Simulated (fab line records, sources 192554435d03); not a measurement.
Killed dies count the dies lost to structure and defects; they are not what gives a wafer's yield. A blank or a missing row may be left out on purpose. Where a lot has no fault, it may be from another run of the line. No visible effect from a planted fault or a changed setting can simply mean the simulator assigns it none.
What tool caused it? + flow n5 finfet + 24 lots, 72 wafers sampled, at 5 steps of a route of 1938

## WHAT THE GAUGES READ, wafer by wafer
N5_BEOL_M12_CD_MEAS_10: target cd 140 nm. Usual: cd nm at 140.3 nm, with a standard deviation of 1.4.
| lot  | measured     | on        | cd nm (nm)        | flag |
|------|--------------|-----------|-------------------|------|
| L074 | day 10 18:59 | cd sem-02 | 139.8 139.1 138.7 |      |
| L076 | day 11 01:58 | cd sem-01 | 140.5 138.0 138.5 |      |
| L077 | day 11 02:13 | cd sem-03 | 140.7 142.2 141.0 |      |
| L075 | day 11 05:32 | cd sem-03 | 139.1 139.3 140.1 |      |
| L078 | day 11 10:25 | cd sem-03 | 140.4 142.1 142.0 |      |
| L079 | day 11 10:33 | cd sem-02 | 141.0 142.0 141.7 |      |
| L080 | day 12 09:27 | cd sem-02 | 141.6 139.7 140.6 |      |
| L081 | day 12 11:02 | cd sem-03 | 140.9 141.7 141.0 |      |
| L082 | day 12 12:31 | cd sem-02 | 141.7 142.8 141.1 |      |
| L083 | day 12 22:13 | cd sem-02 | 141.3 139.1 142.1 |      |
| L084 | day 13 01:59 | cd sem-02 | 139.9 141.3 140.4 |      |
| L086 | day 13 10:10 | cd sem-03 | 139.9 139.1 139.4 |      |
| L085 | day 13 10:43 | cd sem-01 | 138.9 139.9 139.5 |      |
| L087 | day 13 18:32 | cd sem-03 | 138.7 137.5 138.2 |      |
| L088 | day 13 19:26 | cd sem-03 | 140.4 139.6 137.9 |      |
| L089 | day 14 05:36 | cd sem-01 | 139.8 141.0 140.9 |      |
| L091 | day 14 23:22 | cd sem-02 | 140.1 138.3 140.2 |      |
| L090 | day 15 01:55 | cd sem-02 | 139.9 142.6 139.7 |      |
| L092 | day 15 08:24 | cd sem-03 | 140.4 139.3 139.6 |      |
| L094 | day 15 10:35 | cd sem-02 | 143.3 140.2 140.5 |      |
| L093 | day 15 10:40 | cd sem-03 | 140.7 139.9 140.9 |      |
| L096 | day 16 02:35 | cd sem-03 | 141.8 141.7 142.8 |      |
| L095 | day 16 11:50 | cd sem-02 | 139.9 142.0 141.8 |      |
| L097 | day 16 12:10 | cd sem-03 | 137.2 138.5 139.7 |      |

N5_BEOL_M12_OVL_MEAS_29. Usual: M12_OVL typically reads 1 nm, with standard deviation 5.8.
| lot  | measured     | on         | M12_OVL (nm) | flag |
|------|--------------|------------|--------------|------|
| L074 | day 10 20:06 | overlay-01 | 1 -1 0       |      |
| L076 | day 11 03:02 | overlay-02 | -7 -5 -2     |      |
| L077 | day 11 03:10 | overlay-01 | -14 -6 6     |      |
| L075 | day 11 06:35 | overlay-01 | 1 5 4        |      |
| L078 | day 11 11:28 | overlay-02 | -4 -2 -7     |      |
| L079 | day 11 11:38 | overlay-01 | -3 2 0       |      |
| L080 | day 12 10:34 | overlay-01 | 7 0 3        |      |
| L081 | day 12 12:06 | overlay-01 | 12 6 4       |      |
| L082 | day 12 13:28 | overlay-01 | 10 3 3       |      |
| L083 | day 12 23:39 | overlay-02 | -4 -3 0      |      |
| L084 | day 13 03:03 | overlay-02 | 6 8 10       |      |
| L086 | day 13 11:22 | overlay-01 | 9 3 2        |      |
| L085 | day 13 11:55 | overlay-01 | 6 7 8        |      |
| L087 | day 13 19:28 | overlay-01 | 2 10 5       |      |
| L088 | day 13 20:35 | overlay-02 | 13 0 0       |      |
| L089 | day 14 06:49 | overlay-02 | 8 -1 11      |      |
| L091 | day 15 00:42 | overlay-01 | -6 0 -9      |      |
| L090 | day 15 02:52 | overlay-02 | -6 -8 -8     |      |
| L092 | day 15 09:34 | overlay-02 | 6 4 8        |      |
| L094 | day 15 11:32 | overlay-02 | 5 5 1        |      |
| L093 | day 15 11:38 | overlay-01 | 4 0 0        |      |
| L096 | day 16 03:41 | overlay-02 | -10 -3 -3    |      |
| L095 | day 16 12:47 | overlay-01 | 5 -7 -8      |      |
| L097 | day 16 13:07 | overlay-01 | 0 0 7        |      |

N5_BEOL_M12_INSPECT_30: inspects for defects (macro). Usual: raw defect count at 2.1, with a standard deviation of 1.5.
| lot  | measured     | on                | raw defect count | flag |
|------|--------------|-------------------|------------------|------|
| L074 | day 10 20:07 | defect inspect-02 | 0 1 4            |      |
| L076 | day 11 03:03 | defect inspect-02 | 1 0 2            |      |
| L077 | day 11 03:11 | defect inspect-02 | 3 5 2            |      |
| L075 | day 11 06:37 | defect inspect-02 | 0 2 5            |      |
| L078 | day 11 11:29 | defect inspect-02 | 1 3 1            |      |
| L079 | day 11 11:40 | defect inspect-02 | 6 5 2            |      |
| L080 | day 12 10:35 | defect inspect-01 | 2 3 1            |      |
| L081 | day 12 12:08 | defect inspect-01 | 1 4 2            |      |
| L082 | day 12 13:29 | defect inspect-01 | 3 3 3            |      |
| L083 | day 12 23:41 | defect inspect-02 | 4 2 0            |      |
| L084 | day 13 03:04 | defect inspect-02 | 2 0 1            |      |
| L086 | day 13 11:23 | defect inspect-01 | 2 1 2            |      |
| L085 | day 13 11:56 | defect inspect-01 | 3 3 2            |      |
| L087 | day 13 19:30 | defect inspect-01 | 3 1 1            |      |
| L088 | day 13 20:37 | defect inspect-01 | 3 1 4            |      |
| L089 | day 14 06:50 | defect inspect-01 | 2 1 1            |      |
| L091 | day 15 00:44 | defect inspect-01 | 1 3 2            |      |
| L090 | day 15 02:53 | defect inspect-02 | 3 3 3            |      |
| L092 | day 15 09:35 | defect inspect-01 | 0 2 0            |      |
| L094 | day 15 11:33 | defect inspect-01 | 5 4 5            |      |
| L093 | day 15 11:40 | defect inspect-01 | 3 2 2            |      |
| L096 | day 16 03:43 | defect inspect-02 | 4 2 2            |      |
| L095 | day 16 12:48 | defect inspect-02 | 2 1 3            |      |
| L097 | day 16 13:08 | defect inspect-01 | 2 1 2            |      |

N5_BEOL_M12_THK_MEAS_50: measures by xrf. Usual: M12_THK typically reads 329 nm, with standard deviation 4.2.
| lot  | measured     | on            | M12_THK (nm) | flag |
|------|--------------|---------------|--------------|------|
| L074 | day 10 22:29 | film metro-01 | 328 334 324  |      |
| L076 | day 11 06:23 | film metro-02 | 330 333 329  |      |
| L077 | day 11 09:50 | film metro-01 | 326 331 328  |      |
| L075 | day 11 10:23 | film metro-02 | 334 331 329  |      |
| L078 | day 11 16:16 | film metro-01 | 328 326 329  |      |
| L079 | day 11 19:10 | film metro-01 | 330 322 326  |      |
| L080 | day 12 14:31 | film metro-02 | 325 325 325  |      |
| L081 | day 12 16:46 | film metro-02 | 330 336 332  |      |
| L082 | day 12 17:29 | film metro-02 | 332 322 325  |      |
| L083 | day 13 03:06 | film metro-02 | 331 327 329  |      |
| L084 | day 13 08:59 | film metro-02 | 331 325 326  |      |
| L086 | day 13 16:25 | film metro-01 | 329 328 327  |      |
| L085 | day 13 17:29 | film metro-02 | 322 329 329  |      |
| L087 | day 13 21:51 | film metro-01 | 333 325 330  |      |
| L088 | day 14 00:01 | film metro-02 | 330 332 332  |      |
| L089 | day 14 09:55 | film metro-01 | 322 324 330  |      |
| L091 | day 15 07:08 | film metro-02 | 333 331 325  |      |
| L090 | day 15 07:30 | film metro-02 | 326 330 333  |      |
| L092 | day 15 15:29 | film metro-02 | 330 340 330  |      |
| L094 | day 15 17:48 | film metro-01 | 326 323 325  |      |
| L093 | day 15 18:07 | film metro-02 | 324 336 330  |      |
| L096 | day 16 07:13 | film metro-02 | 329 329 328  |      |
| L095 | day 16 19:07 | film metro-01 | 334 333 327  |      |
| L097 | day 16 19:59 | film metro-02 | 338 330 335  |      |

## TOOL THAT RAN EACH LOT (tool first, then ch and the chambers of the sampled wafers, then the start)
| lot  | N5_BEOL_M12_TRENCH_ETCH_34         |
|------|------------------------------------|
| L074 | rie diel-04 ch 0,1,3, day 10 20:33 |
| L076 | rie diel-06 ch 2,3, day 11 03:44   |
| L077 | rie diel-01 ch 0,1,3, day 11 04:09 |
| L075 | rie diel-01 ch 0,1,3, day 11 07:01 |
| L078 | rie diel-01 ch 1,2,3, day 11 12:10 |
| L079 | rie diel-06 ch 0,2,3, day 11 12:16 |
| L080 | rie diel-06 ch 0,3, day 12 11:10   |
| L081 | rie diel-01 ch 0,1, day 12 12:32   |
| L082 | rie diel-04 ch 0,1, day 12 13:53   |
| L083 | rie diel-04 ch 0,3, day 13 00:38   |
| L084 | rie diel-01 ch 0,1, day 13 03:28   |
| L086 | rie diel-06 ch 0,2, day 13 11:49   |
| L085 | rie diel-04 ch 0,3, day 13 12:20   |
| L087 | rie diel-04 ch 0,3, day 13 19:58   |
| L088 | rie diel-04 ch 0,1, day 13 21:01   |
| L089 | rie diel-04 ch 1,3, day 14 07:14   |
| L091 | rie diel-01 ch 0,2,3, day 15 01:07 |
| L090 | rie diel-04 ch 1,2, day 15 03:17   |
| L092 | rie diel-06 ch 0,1,2, day 15 09:59 |
| L094 | rie diel-06 ch 0,2, day 15 11:57   |
| L093 | rie diel-01 ch 1,2,3, day 15 12:04 |
| L096 | rie diel-06 ch 0,2, day 16 04:06   |
| L095 | rie diel-01 ch 1,2,3, day 16 13:12 |
| L097 | rie diel-01 ch 0,3, day 16 13:48   |
- N5_BEOL_M12_TRENCH_ETCH_34: etches SiOC in C4F8/O2/Ar, target depth 318.95 nm, time 125.5 s.

## AS READ BY THE TOOLS THEMSELVES (means over the sampled wafers that have a number; for cases with no such wafer, the mark the record gives instead)
N5_BEOL_M12_TRENCH_ETCH_34. Usual: drypump motor current A 5.7 A, standard deviation 0.51; oes product au 0.81 a.u., standard deviation 0.088; rf vpp V 665.4 V, standard deviation 2.7; showerhead plenum p Torr 3.41 Torr, standard deviation 0.094; throttle valve pct 24.18 %, standard deviation 0.19.
| lot  | tool        | drypump motor current A (A) | oes product au (a.u.) | rf vpp V (V) | showerhead plenum p Torr (Torr) | throttle valve pct (%) | flag |
|------|-------------|-----------------------------|-----------------------|--------------|---------------------------------|------------------------|------|
| L074 | rie diel-04 | 5.6                         | 0.79                  | 662.6        | 3.33                            | 24.14                  |      |
| L076 | rie diel-06 | 5.9                         | 0.85                  | 664.5        | 3.41                            | 24.18                  |      |
| L077 | rie diel-01 | 5.3                         | 0.88                  | 666.2        | 3.43                            | 24.15                  |      |
| L075 | rie diel-01 | 5.3                         | 0.88                  | 666.3        | 3.43                            | 24.15                  |      |
| L078 | rie diel-01 | 5.4                         | 0.81                  | 665.2        | 3.40                            | 24.05                  |      |
| L079 | rie diel-06 | 5.9                         | 0.78                  | 666.8        | 3.47                            | 24.23                  |      |
| L080 | rie diel-06 | 6.4                         | 0.72                  | 668.6        | 3.51                            | 24.28                  |      |
| L081 | rie diel-01 | 5.2                         | 0.87                  | 665.1        | 3.43                            | 24.29                  |      |
| L082 | rie diel-04 | 5.6                         | 0.83                  | 663.9        | 3.36                            | 24.29                  |      |
| L083 | rie diel-04 | 5.6                         | 0.77                  | 661.9        | 3.28                            | 24.11                  |      |
| L084 | rie diel-01 | 5.1                         | 0.86                  | 664.6        | 3.38                            | 24.12                  |      |
| L086 | rie diel-06 | 5.4                         | 0.81                  | 665.1        | 3.41                            | 24.23                  |      |
| L085 | rie diel-04 | 5.6                         | 0.82                  | 662.6        | 3.32                            | 24.26                  |      |
| L087 | rie diel-04 | 5.6                         | 0.82                  | 662.8        | 3.32                            | 24.26                  |      |
| L088 | rie diel-04 | 5.6                         | 0.94                  | 663.8        | 3.35                            | 24.03                  |      |
| L089 | rie diel-04 | 5.6                         | 0.86                  | 662.8        | 3.31                            | 23.89                  |      |
| L091 | rie diel-01 | 5.6                         | 0.79                  | 665.8        | 3.43                            | 24.25                  |      |
| L090 | rie diel-04 | 5.9                         | 0.90                  | 664.9        | 3.43                            | 23.99                  |      |
| L092 | rie diel-06 | 5.4                         | 0.82                  | 665.1        | 3.40                            | 24.16                  |      |
| L094 | rie diel-06 | 5.4                         | 0.79                  | 665.6        | 3.40                            | 24.26                  |      |
| L093 | rie diel-01 | 5.4                         | 0.78                  | 663.9        | 3.38                            | 24.08                  |      |
| L096 | rie diel-06 | 5.5                         | 0.74                  | 667.3        | 3.45                            | 24.32                  |      |
| L095 | rie diel-01 | 5.4                         | 0.77                  | 663.6        | 3.38                            | 24.10                  |      |
| L097 | rie diel-01 | 5.5                         | 0.83                  | 666.2        | 3.45                            | 24.39                  |      |

## THE ANSWER, worked out from the rows above alone
Rule: a lot counts as off when the mean over its wafers that have a number is more than 3 standard deviations away from the usual mean. A lot without any number at a reading at which 4 lots or more have one is off too. All remaining lots with rows at the step are treated as sound. First the gauges in route order, then the tools' own readings, where a lot's mean is used as printed above. The first step at which some lot is off is used, and at that step the reading that is off furthest; a lot without a number counts as furthest.
No lot is off at any reading shown: from this, nothing can be told.

## WHAT WAS PUT IN BY THE SIMULATOR
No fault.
